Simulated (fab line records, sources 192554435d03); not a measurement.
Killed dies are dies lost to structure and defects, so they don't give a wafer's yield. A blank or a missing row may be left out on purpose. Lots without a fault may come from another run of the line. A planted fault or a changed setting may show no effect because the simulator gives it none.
Split-lot experiment | flow n5_finfet | 7 lots, 21 wafers read, on a route of 1938 steps

THE SPLIT
At N5_BEOL_M13_EXPOSE_07 (exposes mask V12), the setting dose_mj was moved away from the recipe's 24.8 on 11 of the 21 wafers read, by -7.1% to +6.8%. The other wafers ran this setting at the recipe's value.

FROM THE SPLIT TO THE READING: what the file shows between them, 11 steps
- N5_BEOL_M13_PEB_08: peb time 90 s
- N5_BEOL_M13_DEVELOP_09: develop time 45 s
- N5_BEOL_M13_HARDBAKE_14: time 120 s
- N5_BEOL_M13_CD_MEAS_10: target cd 190 nm
- N5_BEOL_M13_DESCUM_15: chemistry O2, time 7.9 s
- N5_BEOL_M13_ETCH_59: etches BARC in N2/H2, target depth 89 nm, overetch 26.7 nm, time 67.9 s
- N5_BEOL_M13_VIA_ETCH_16: etches SiOC in C4F8/O2/Ar, target depth 921.7 nm
- N5_BEOL_M13_STRIP_63: strips in N2/H2
- N5_BEOL_M13_STRIP_64: strips in N2/H2
- N5_BEOL_M13_STRIP_71: strips in post etch residue remover, time 60 s
- N5_BEOL_M13_SRD_72: time 30 s, dry time 30 s

THE READING
cd_nm, in nm, at N5_BEOL_M13_CD_MEAS_17 (target cd 190 nm). Fault-free wafers of this fab line usually give 191.3 nm, standard deviation 2 nm.

wafer  | tool, chamber at the split | dose_mj as run | against the recipe | cd_nm, nm | against lot-mates on the recipe
L075.2 | krf_scanner-01, 0          | 24.8           | recipe             | 191.5     | -
L075.4 | krf_scanner-01, 0          | 24.8           | recipe             | 189.2     | -
L075.5 | krf_scanner-01, 0          | 23.7           | -4.4%              | 182.4     | -7.9
L077.1 | krf_scanner-02, 0          | 24.8           | recipe             | 194.3     | -
L077.3 | krf_scanner-02, 0          | 23.05          | -7.1%              | 183.7     | -10.6
L077.5 | krf_scanner-02, 0          | 23.05          | -7.1%              | 184.5     | -9.8
L080.2 | krf_scanner-02, 0          | 24.8           | recipe             | 194.6     | -
L080.5 | krf_scanner-02, 0          | 23.8           | -4.0%              | 187.3     | -7.3
L080.6 | krf_scanner-02, 0          | 23.8           | -4.0%              | 188.2     | -6.4
L085.2 | krf_scanner-01, 0          | 24.8           | recipe             | 195.0     | -
L085.3 | krf_scanner-01, 0          | 24.8           | recipe             | 192.6     | -
L085.4 | krf_scanner-01, 0          | 24.8           | recipe             | 188.8     | -
L095.3 | krf_scanner-01, 0          | 25.57          | +3.1%              | 194.7     | +3.1
L095.4 | krf_scanner-01, 0          | 25.57          | +3.1%              | 193.0     | +1.4
L095.6 | krf_scanner-01, 0          | 24.8           | recipe             | 191.6     | -
L097.3 | krf_scanner-02, 0          | 25.3           | +2.0%              | 194.3     | +5.7
L097.4 | krf_scanner-02, 0          | 25.3           | +2.0%              | 193.3     | +4.7
L097.5 | krf_scanner-02, 0          | 24.8           | recipe             | 188.6     | -
L096.1 | krf_scanner-01, 0          | 26.48          | +6.8%              | 196.0     | +4.9
L096.3 | krf_scanner-01, 0          | 24.8           | recipe             | 191.1     | -
L096.4 | krf_scanner-01, 0          | 26.48          | +6.8%              | 197.6     | +6.5

THE FIT
A straight line over all 21 wafers: cd_nm changes by +0.996 nm for each +1% of dose_mj; r = +0.88; the points scatter about the line by 2.1 nm.
The same after taking each lot's own level away (the mean of its wafers on the recipe; 21 wafers): +1.27 nm for each +1%; r = +0.93; scatter 1.9 nm.
On that fit, the largest move of dose_mj shifts the reading by 9 nm.
The lots' own levels span 188.60 to 194.60 nm, that is 3.0 times the standard deviation above.
So the lot-to-lot level changes the slope: the two fits differ.
Check: with one of the wafers moved furthest among these (-7.1%) left out of the fit, the line predicts -9.26 nm for it against its lot-mates. It came out at -10.6 nm against them.

OTHER SPLITS ON THESE WAFERS
These wafers also went through other splits before the reading. Each is held against what the fit with the lots' levels taken away leaves over:
other split on the same wafers | wafers away from the commonest value | r with cd_nm (lot level and that fit taken away)
N5_BEOL_M11_ETCH_41 time_s     | 6                                    | +0.02
N5_BEOL_M12_COAT_22 spin_rpm   | 8                                    | -0.08
N5_BEOL_M13_COAT_04 spin_rpm   | 10                                   | +0.07

THE WHOLE CHAIN: every reading that the file lists as answering this split, in the file's order
step                   | what it does     | reading | change (the file's fit)               | r (the file's)
N5_BEOL_M13_CD_MEAS_10 | target cd 190 nm | cd_nm   | +0.903 nm for each +1% of the setting | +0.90
N5_BEOL_M13_CD_MEAS_17 | target cd 190 nm | cd_nm   | +1.31 nm for each +1% of the setting  | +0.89

THE FILE'S OWN FIT
cd_nm changes by +1.31 nm for each +1% of dose_mj, r = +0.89.
